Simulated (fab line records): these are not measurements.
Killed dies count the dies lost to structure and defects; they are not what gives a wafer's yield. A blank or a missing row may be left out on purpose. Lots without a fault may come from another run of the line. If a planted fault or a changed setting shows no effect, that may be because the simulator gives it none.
Which tool did it? | flow nandHarc | 6 lots, 16 wafers sampled, at 5 steps of a route of 1302

WHAT THE GAUGES SHOWED, per wafer
NHARC_END_SORT_01.
lot  | measured     | on        | killedAtPeriphery
L892 | day 28 08:24 | prober-02 | 2 1
L894 | day 29 00:37 | prober-01 | 2 4
L897 | day 30 07:08 | prober-01 | 3 1 1
L902 | day 32 11:49 | prober-01 | 4 7 6
L905 | day 33 18:08 | prober-01 | 5 1 9
L904 | day 34 03:31 | prober-01 | 1 3 8

WHICH TOOL RAN EACH LOT (tool, then ch and the chambers of the sampled wafers, then the start)
lot  | NHARC_A_CONTACT_STRIP_26                     | NHARC_A_BLC_ETCH_17               | NHARC_A_BLC_STRIP_29              | NHARC_A_BLC_CVD_24
L892 | rieDiel-03 ch 0,3, day 26 09:01 or earlier   | rieDiel-04 ch 2, day 26 09:01     | rieDiel-12 ch 2, day 26 09:59     | cvdW-02 ch 1, day 28 08:24 or earlier
L894 | rieDiel-13 ch 2,3, day 27 04:58 or earlier   | rieDiel-04 ch 1,3, day 27 04:58   | rieDiel-06 ch 1,3, day 27 05:47   | cvdW-02 ch 0,1, day 29 00:37 or earlier
L897 | rieDiel-10 ch 0,2,3, day 28 12:00 or earlier | rieDiel-06 ch 0,1,3, day 28 12:00 | rieDiel-12 ch 0,2,3, day 28 12:52 | cvdW-02 ch 0,1, day 30 07:08 or earlier
L902 | rieDiel-10 ch 0,3, day 30 12:56 or earlier   | rieDiel-06 ch 0,2,3, day 30 12:56 | rieDiel-06 ch 0,1,2, day 30 13:50 | cvdW-02 ch 0,1, day 32 11:49 or earlier
L905 | rieDiel-03 ch 0,2,3, day 31 21:22 or earlier | rieDiel-06 ch 1,2,3, day 31 21:22 | rieDiel-12 ch 2,3, day 31 22:14   | cvdW-01 ch 0, day 33 18:08 or earlier
L904 | rieDiel-13 ch 1,2,3, day 32 00:36 or earlier | rieDiel-06 ch 1,2,3, day 32 00:36 | rieDiel-04 ch 1,2,3, day 32 01:23 | cvdW-01 ch 0, day 34 03:31 or earlier
- NHARC_A_CONTACT_STRIP_26: strips in O2.
- NHARC_A_BLC_ETCH_17: etches the open film in N2/H2, target depth 390 nm, time 609.38 s.
- NHARC_A_BLC_STRIP_29: strips in CF4.
- NHARC_A_BLC_CVD_24: deposits W, target thk 150 nm, time 434 s.

THE ANSWER, worked out from the rows above alone
Rule: what is usual is taken from the lots themselves. The widest of any qualifying gaps counts: lots, ordered by their means at a reading, are off when they make up no more than a third of the lots, leave a main group of 4 or more, and stand apart from it by 3 or more times the standard deviation of that group's means. A main group whose means are all the same, to the digits that the tables above print for the reading, isn't used. Also off: a lot with no number at a reading for which 4 or more lots have one. All remaining lots with rows at the step are treated as sound.
None of the lots is off at any reading shown; this tells nothing.

WHAT THE SIMULATOR HAD PUT IN
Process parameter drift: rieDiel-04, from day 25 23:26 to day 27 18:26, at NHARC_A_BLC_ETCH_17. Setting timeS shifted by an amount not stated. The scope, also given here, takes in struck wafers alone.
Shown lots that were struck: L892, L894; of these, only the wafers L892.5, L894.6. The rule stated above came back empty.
